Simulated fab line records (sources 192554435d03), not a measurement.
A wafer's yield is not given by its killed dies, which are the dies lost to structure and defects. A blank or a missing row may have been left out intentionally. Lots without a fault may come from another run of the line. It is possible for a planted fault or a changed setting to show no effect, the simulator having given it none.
Matching of chambers | flow n5Finfet | N5_BEOL_M11_CURE_71 on uvCure-03 has 3 sister chambers
The step cures SiCOH lowk, time 240 s. 14 wafers are shown with their chamber, then 7 later ones without.

EACH WAFER AND ITS CHAMBER
wafer  | chamber | wafer_temp_C_max | lampPowerPct (%)
L077.1 | 2       | 387.3            | 52.34
L077.2 | 2       | 387.3            | 52.29
L077.5 | 2       | 388.1            | 52.30
L080.1 | 2       | 387.1            | 52.23
L080.3 | 2       | 386.6            | 52.32
L080.5 | 2       | 386.8            | 52.32
L085.1 | 2       | 387.5            | 52.40
L085.2 | 2       | 387.7            | 52.35
L085.4 | 2       | 387.4            | 52.35
L084.1 | 0       | 386.7            | 52.22
L084.3 | 0       | 386.9            | 52.28
L084.6 | 0       | 387.0            | 52.32
L087.1 | 1       | 386.7            | 52.32
L087.2 | 1       | 387.0            | 52.31

SIGNATURES (averages over the wafers above)
reading          | chamber 0 | chamber 1 | chamber 2 | scatter within a chamber
wafer_temp_C_max | 386.867   | 386.850   | 387.311   | 0.395
lampPowerPct     | 52.2733   | 52.3150   | 52.3222   | 0.0458
Rule: a wafer lies at a distance from a chamber equal to the root of the sum of squares, over the readings, of (its reading less the chamber's mean, divided by the reading's scatter). The wafer belongs to the nearest chamber; if the next one is less than 2 further off, it can't be placed. How the scatter is found: for the shown wafers, subtract from each reading the mean of its chamber, square and add these, divide the total by (wafers less chambers), then take the root.

WAFERS MISSING THEIR CHAMBER
wafer  | wafer_temp_C_max | lampPowerPct (%)
L087.3 | 387.5            | 52.28
L089.2 | 387.3            | 52.30
L089.3 | 387.3            | 52.28
L089.6 | 387.9            | 52.35
L093.3 | 387.4            | 52.32
L093.4 | 386.8            | 52.34
L093.5 | 387.4            | 52.40

WHICH CHAMBER EACH ONE RAN IN
wafer  | from the rows above          | in truth
L087.3 | can't be placed: 2 or 0 or 1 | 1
L089.2 | can't be placed: 2 or 1 or 0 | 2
L089.3 | can't be placed: 2 or 0 or 1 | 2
L089.6 | can't be placed: 2 or 1 or 0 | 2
L093.3 | can't be placed: 2 or 1 or 0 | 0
L093.4 | can't be placed: 1 or 2 or 0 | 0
L093.5 | can't be placed: 2 or 1 or 0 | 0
Correctly placed: 0 of 7. Not placeable from these rows: 7 (in 7, the candidates include the true chamber). Number placed wrongly: 0.
